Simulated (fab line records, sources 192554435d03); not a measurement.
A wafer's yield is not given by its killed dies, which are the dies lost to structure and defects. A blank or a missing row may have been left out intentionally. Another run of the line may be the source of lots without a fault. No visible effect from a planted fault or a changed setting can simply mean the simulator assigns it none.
Chamber matching    flow n5Finfet    N5_BEOL_M5_ETCH_61 on rieDiel-03: 4 sister chambers
The step etches SiARC in CF4, target depth 15.6 nm, time 26 s. 18 wafers are shown with their chamber, then 9 later ones without.

== WAFERS, EACH WITH ITS CHAMBER ==
wafer   chamber  drypumpMotorCurrentA (A)  showerheadPlenumPTorr (Torr)  throttleValvePct (%)
L075.2  2        5.3                       2.20                          15.88
L075.4  0        5.6                       2.20                          16.03
L075.6  1        5.7                       2.04                          15.79
L077.1  3        5.1                       2.11                          15.81
L077.4  1        5.7                       2.04                          15.81
L077.6  2        5.3                       2.20                          15.89
L078.1  1        5.7                       2.04                          15.80
L078.5  3        5.1                       2.11                          15.81
L078.6  2        5.3                       2.20                          15.89
L081.1  0        5.6                       2.20                          16.07
L081.2  3        5.1                       2.11                          15.83
L081.5  1        5.7                       2.04                          15.81
L086.2  3        5.1                       2.11                          15.83
L086.3  0        5.6                       2.19                          16.07
L086.5  2        5.3                       2.19                          15.92
L089.1  3        5.0                       2.10                          15.87
L089.5  3        5.1                       2.10                          15.86
L089.6  1        5.7                       2.03                          15.86

SIGNATURES (means of the wafers above)
reading                chamber 0  chamber 1  chamber 2  chamber 3  scatter within a chamber
drypumpMotorCurrentA   5.600      5.700      5.300      5.083      0.0244
showerheadPlenumPTorr  2.1967     2.0380     2.1975     2.1067     0.00504
throttleValvePct       16.0567    15.8140    15.8950    15.8350    0.024
Rule: distance of a wafer from a chamber = root of the sum over the readings of ((wafer's reading minus chamber's mean) / reading's scatter) squared. If the next closest chamber is less than 2 further off than the closest, the wafer can't be placed; otherwise it belongs to the closest. The scatter is the square root of a quotient: the sum, over the shown wafers, of each reading's squared deviation from its chamber's mean, divided by wafers minus chambers.

== WAFERS WHOSE CHAMBER IS MISSING ==
wafer   drypumpMotorCurrentA (A)  showerheadPlenumPTorr (Torr)  throttleValvePct (%)
L092.1  5.7                       2.03                          15.88
L092.3  5.1                       2.10                          15.87
L092.4  5.6                       2.19                          15.58
L095.3  5.7                       2.03                          15.88
L095.5  5.7                       2.03                          15.90
L095.6  5.3                       2.19                          15.41
L097.1  5.0                       2.10                          15.89
L097.5  5.7                       2.03                          15.90
L097.6  5.3                       2.19                          15.44

== THE CHAMBER EACH PASSED THROUGH ==
wafer   from the rows above      in truth
L092.1  1                        1
L092.3  3                        3
L092.4  can't be placed: 2 or 0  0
L095.3  1                        1
L095.5  1                        1
L095.6  2                        2
L097.1  3                        3
L097.5  1                        1
L097.6  2                        2
Correct placement for 8 of the 9. Cannot be placed on the basis of these rows: 1; the candidates contain the true chamber in 1. Placed wrongly: 0.
